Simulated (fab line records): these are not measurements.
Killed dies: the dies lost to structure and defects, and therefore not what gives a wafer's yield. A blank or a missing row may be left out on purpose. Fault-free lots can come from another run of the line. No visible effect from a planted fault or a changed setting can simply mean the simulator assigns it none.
Split-lot experiment -- flow n5Finfet -- route with 1938 steps; 7 lots, 21 wafers read

## THE SPLIT ITSELF
At N5_BEOL_M0_ETCH_128 (etches SiCN in CF4/N2, target depth 12 nm, overetch 5.1 nm, time 21.4 s), the setting sourceW was moved away from the recipe's 430 W on 8 of the 21 wafers read, by -17.8% to +17.7%. This setting was run at the recipe's value on the other wafers.

The reading is taken at the split's own step.

## THE READING
rfVppV, in V, at N5_BEOL_M0_ETCH_128 (etches SiCN in CF4/N2, target depth 12 nm, overetch 5.1 nm, time 21.4 s). A value of 382.5 V with a standard deviation of 1.5 V is what fault-free wafers of this fab line usually give.

wafer,"tool, chamber at the split","sourceW as run, W",against the recipe,"rfVppV, V",against lot-mates on the recipe
L074.1,"rieDiel-05, 3",477.2,+11.0%,367.4,-15.9
L074.2,"rieDiel-05, 1",430,recipe,383.3,-
L074.5,"rieDiel-05, 3",477.2,+11.0%,368.3,-15.0
L077.4,"rieDiel-04, 0",353.5,-17.8%,411.3,+30.3
L077.5,"rieDiel-04, 0",353.5,-17.8%,409.6,+28.6
L077.6,"rieDiel-04, 1",430,recipe,381.0,-
L076.3,"rieDiel-01, 1",467.6,+8.7%,372.7,-8.6
L076.4,"rieDiel-01, 0",430,recipe,381.3,-
L076.6,"rieDiel-01, 2",467.6,+8.7%,373.6,-7.7
L078.2,"rieDiel-04, 3",430,recipe,383.5,-
L078.3,"rieDiel-04, 1",430,recipe,381.6,-
L078.6,"rieDiel-04, 2",430,recipe,381.6,-
L086.1,"rieDiel-05, 2",505.9,+17.7%,363.6,-17.9
L086.2,"rieDiel-05, 0",505.9,+17.7%,364.6,-16.9
L086.3,"rieDiel-05, 3",430,recipe,381.5,-
L087.2,"rieDiel-01, 0",430,recipe,380.7,-
L087.5,"rieDiel-01, 3",430,recipe,383.7,-
L087.6,"rieDiel-01, 0",430,recipe,380.2,-
L091.2,"rieDiel-01, 2",430,recipe,383.6,-
L091.3,"rieDiel-01, 1",430,recipe,382.3,-
L091.4,"rieDiel-01, 3",430,recipe,381.3,-

FIT RESULTS
A straight line over all 21 wafers: rfVppV changes by -1.31 V for each +1% of sourceW; r = -0.98; the points scatter about the line by 2.4 V.
The same after taking each lot's own level away (the mean of its wafers on the recipe; 21 wafers): -1.33 V for each +1%; r = -0.98; scatter 2.7 V.
Per that fit: largest sourceW move, reading shift of 24 V.
From 381.00 to 383.30 V: that is the span of the lots' own levels, equal to 1.5 times the standard deviation above.
The two slopes are in agreement: the lot-to-lot level therefore moves the slope only a little.
Check: with one of the wafers moved furthest among these (-17.8%) left out of the fit, the line predicts +22.9 V for it against its lot-mates. It came out at +30.3 V against them.
Tool readings at the split's step, against how far the setting was moved: rfVppV r = -0.98.

## ADDITIONAL SPLITS CARRIED BY THESE WAFERS
Note: prior to the reading, these wafers also went through further splits. Each is held against what the fit with the lots' levels taken away leaves over:
other split on the same wafers,wafers away from the commonest value,r with rfVppV (lot level and that fit taken away)
N5_BEOL_M0_SAQP_COAT_81 spinRpm,8,-0.45

## THE FILE'S OWN FIT
rfVppV changes by -1.3 V for each +1% of sourceW, r = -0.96.
